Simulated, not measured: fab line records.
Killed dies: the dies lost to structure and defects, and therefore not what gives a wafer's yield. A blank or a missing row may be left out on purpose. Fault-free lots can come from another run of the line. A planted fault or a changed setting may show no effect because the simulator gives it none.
Which of the tools did it? / flow nand harc / Sampling: 6 lots, 18 wafers, 4 of 1159 route steps

WHAT EACH GAUGE READ, for each wafer
NHARC_THIN_TSV_THK_MEAS_02: measures by ir.
lot=L490; measured=day 19 17:37; on=film metro-02; thk nm (nm)=2936 2690 2952
lot=L492; measured=day 19 01:40; on=film metro-01; thk nm (nm)=2827 2830 2784
lot=L494; measured=day 20 06:00; on=film metro-01; thk nm (nm)=2811 2775 3132
lot=L496; measured=day 21 04:19; on=film metro-01; thk nm (nm)=2957 2832 2446
lot=L500; measured=day 22 18:45; on=film metro-02; thk nm (nm)=3029 3021 2822
lot=L506; measured=day 22 22:21; on=film metro-01; thk nm (nm)=3091 3420 3168

WHICH TOOL RAN EACH LOT (tool, then ch and the chambers of the sampled wafers, then the start)
lot=L490; NHARC_P_CONTACT_ALD_22=ald metal-01 ch 0,2,3, day 6 02:14; NHARC_A_M1_DEGAS_29=pvd sputter-02, day 18 21:55; NHARC_A_BONDPAD_ETCH_12=rie diel-10 ch 1,2,3, day 19 17:37 or earlier
lot=L492; NHARC_P_CONTACT_ALD_22=ald metal-02 ch 0,3, day 6 14:50; NHARC_A_M1_DEGAS_29=pvd sputter-02, day 18 06:04; NHARC_A_BONDPAD_ETCH_12=rie diel-10 ch 0,1,2, day 19 01:40 or earlier
lot=L494; NHARC_P_CONTACT_ALD_22=ald metal-02 ch 0,1, day 7 08:39; NHARC_A_M1_DEGAS_29=pvd sputter-03, day 19 11:03; NHARC_A_BONDPAD_ETCH_12=rie diel-10 ch 0,1,2, day 20 06:00 or earlier
lot=L496; NHARC_P_CONTACT_ALD_22=ald metal-01 ch 0,1, day 8 01:14; NHARC_A_M1_DEGAS_29=pvd sputter-01, day 20 09:52; NHARC_A_BONDPAD_ETCH_12=rie diel-07 ch 0,3, day 21 04:19 or earlier
lot=L500; NHARC_P_CONTACT_ALD_22=ald metal-03 ch 0,1,3, day 9 02:34; NHARC_A_M1_DEGAS_29=pvd sputter-01, day 21 21:28; NHARC_A_BONDPAD_ETCH_12=rie diel-05 ch 0,1,2, day 22 18:45 or earlier
lot=L506; NHARC_P_CONTACT_ALD_22=ald metal-01 ch 2,3, day 10 02:22; NHARC_A_M1_DEGAS_29=pvd sputter-01, day 21 22:48; NHARC_A_BONDPAD_ETCH_12=rie diel-10 ch 0,2, day 22 22:21 or earlier
- NHARC_P_CONTACT_ALD_22: deposits TiN, target thk 3 nm, pulse time 1 s, ald cycles 150.
- NHARC_A_M1_DEGAS_29: time 60 s.
- NHARC_A_BONDPAD_ETCH_12: etches the open film in CHF3/O2, target depth 220 nm, time 110 s.

THE ANSWER, worked out from the rows above alone
Rule: the lots themselves supply what counts as usual. Put in order of their means at a reading, lots are off if they are a third of the lots or fewer, leave a main group of 4 or more, and stand apart from it by a gap of 3 or more times the standard deviation of the main group's means; of several such gaps the widest counts. A main group is skipped when, at the precision printed for the reading in the tables above, its means are all equal. A lot without any number at a reading at which 4 lots or more have one is off too. Any other lot the step has rows for is counted as sound.
Off: L506, at NHARC_THIN_TSV_THK_MEAS_02 (thk nm). The main group: mean 2856 nm, standard deviation 73.
If a tool, at a process step before that reading, ran all the lots that are off and no sound lot after the first of them, it fits. Gauges at NHARC_THIN_TSV_THK_MEAS_02: tried the same way as those tools. Because NHARC_A_BONDPAD_ETCH_12 lacks a start for some lots, the hours and order of its lots are taken from NHARC_THIN_TSV_THK_MEAS_02. Can't be told from this: 4 tools fit, ald metal-01 at NHARC_P_CONTACT_ALD_22, pvd sputter-01 at NHARC_A_M1_DEGAS_29, rie diel-10 at NHARC_A_BONDPAD_ETCH_12, film metro-01 at NHARC_THIN_TSV_THK_MEAS_02.

WHAT THE SIMULATOR PUT IN
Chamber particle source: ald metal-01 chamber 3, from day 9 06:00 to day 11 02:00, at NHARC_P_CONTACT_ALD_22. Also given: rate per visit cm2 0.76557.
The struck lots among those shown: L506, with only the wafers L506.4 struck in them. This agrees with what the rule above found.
